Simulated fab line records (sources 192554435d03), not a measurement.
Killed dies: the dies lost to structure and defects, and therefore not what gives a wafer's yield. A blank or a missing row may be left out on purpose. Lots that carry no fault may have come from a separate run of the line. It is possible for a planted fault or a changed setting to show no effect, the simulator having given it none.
Matching of chambers / flow n5Finfet / N5_BEOL_M0_SAQP_ETCH_49 on rieDiel-03 has 4 sister chambers
The step etches SiO2 in CF4/O2, target depth 37 nm. 8 wafers are shown with their chamber, then 7 later ones without.

WAFERS, EACH WITH ITS CHAMBER
wafer=L080.6; chamber=3; showerheadPlenumPTorr (Torr)=2.10; drypumpMotorCurrentA (A)=5.7
wafer=L081.5; chamber=3; showerheadPlenumPTorr (Torr)=2.10; drypumpMotorCurrentA (A)=5.7
wafer=L081.6; chamber=2; showerheadPlenumPTorr (Torr)=2.07; drypumpMotorCurrentA (A)=6.0
wafer=L084.1; chamber=0; showerheadPlenumPTorr (Torr)=2.27; drypumpMotorCurrentA (A)=5.7
wafer=L084.3; chamber=2; showerheadPlenumPTorr (Torr)=2.07; drypumpMotorCurrentA (A)=6.0
wafer=L084.4; chamber=1; showerheadPlenumPTorr (Torr)=2.29; drypumpMotorCurrentA (A)=6.2
wafer=L086.1; chamber=1; showerheadPlenumPTorr (Torr)=2.29; drypumpMotorCurrentA (A)=6.3
wafer=L086.3; chamber=0; showerheadPlenumPTorr (Torr)=2.26; drypumpMotorCurrentA (A)=5.7

WAFERS WHOSE CHAMBER IS MISSING
wafer=L086.5; showerheadPlenumPTorr (Torr)=2.10; drypumpMotorCurrentA (A)=5.7
wafer=L087.1; showerheadPlenumPTorr (Torr)=2.10; drypumpMotorCurrentA (A)=5.8
wafer=L087.2; showerheadPlenumPTorr (Torr)=2.27; drypumpMotorCurrentA (A)=5.7
wafer=L087.3; showerheadPlenumPTorr (Torr)=2.29; drypumpMotorCurrentA (A)=6.2
wafer=L092.1; showerheadPlenumPTorr (Torr)=2.32; drypumpMotorCurrentA (A)=6.0
wafer=L092.2; showerheadPlenumPTorr (Torr)=2.09; drypumpMotorCurrentA (A)=5.7
wafer=L092.3; showerheadPlenumPTorr (Torr)=2.26; drypumpMotorCurrentA (A)=5.7

THE CHAMBER EACH PASSED THROUGH
wafer=L086.5; from the rows above=3; in truth=3
wafer=L087.1; from the rows above=3; in truth=3
wafer=L087.2; from the rows above=0; in truth=0
wafer=L087.3; from the rows above=1; in truth=1
wafer=L092.1; from the rows above=1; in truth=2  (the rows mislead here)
wafer=L092.2; from the rows above=3; in truth=3
wafer=L092.3; from the rows above=0; in truth=0
Placed correctly: 6 of 7. From these rows, 0 cannot be placed. Wrongly placed: 1.
How it was worked out, from the rows above alone: a wafer's distance from a chamber is the root of the sum, over the readings, of the square of ((its reading less the chamber's mean) divided by the reading's scatter). If the next closest chamber is less than 2 further off than the closest, the wafer can't be placed; otherwise it belongs to the closest. The mean given for a chamber averages the wafers shown for that chamber. The scatter is the square root of a quotient: the sum, over the shown wafers, of each reading's squared deviation from its chamber's mean, divided by wafers minus chambers.
